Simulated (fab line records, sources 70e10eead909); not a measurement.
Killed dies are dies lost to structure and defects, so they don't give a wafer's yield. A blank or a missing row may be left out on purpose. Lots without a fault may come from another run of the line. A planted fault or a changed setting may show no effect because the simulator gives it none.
Chamber matching | flow nand_harc | NHARC_A_CHANNEL_FILL_D1_ALD_14 on ald_hk-04: 4 sister chambers
The step deposits SiO2, target thk 2.5 nm, pulse time 10 s, ald cycles 25. 4 wafers are shown with their chamber, then 10 later ones without.

WAFERS WITH THEIR CHAMBER
wafer  | chamber | heater_power_w (W)
L090.1 | 1       | 464
L090.2 | 0       | 489
L089.1 | 3       | 470
L089.4 | 2       | 495

WAFERS WITHOUT THEIR CHAMBER
wafer  | heater_power_w (W)
L089.5 | 477
L088.2 | 456
L088.4 | 489
L088.5 | 479
L092.3 | 482
L092.4 | 482
L092.6 | 469
L096.3 | 494
L096.4 | 490
L096.5 | 485

WHICH CHAMBER EACH WENT THROUGH
wafer  | from the rows above               | in truth
L089.5 | can't be placed: 3 or 0 or 1 or 2 | 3
L088.2 | can't be placed: 1 or 3           | 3
L088.4 | can't be placed: 0 or 2           | 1
L088.5 | can't be placed: 3 or 0 or 1 or 2 | 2
L092.3 | can't be placed: 0 or 3 or 2 or 1 | 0
L092.4 | can't be placed: 0 or 3 or 2 or 1 | 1
L092.6 | can't be placed: 3 or 1           | 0
L096.3 | can't be placed: 2 or 0           | 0
L096.4 | can't be placed: 0 or 2           | 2
L096.5 | can't be placed: 0 or 2 or 3      | 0
Placed correctly: 0 of 10. Can't be placed from these rows: 10 (the true chamber is among the candidates in 8). Placed wrongly: 0.
How it was worked out, from the rows above alone: a wafer's distance from a chamber is the root of the sum, over the readings, of the square of ((its reading less the chamber's mean) divided by the reading's scatter). The wafer belongs to the nearest chamber; if the next one is less than 2 further off, it can't be placed. A chamber's mean is the mean of its shown wafers. The scatter: with one shown wafer a chamber, the root of the mean of the squares of how far each hidden wafer lies from its nearest shown one.
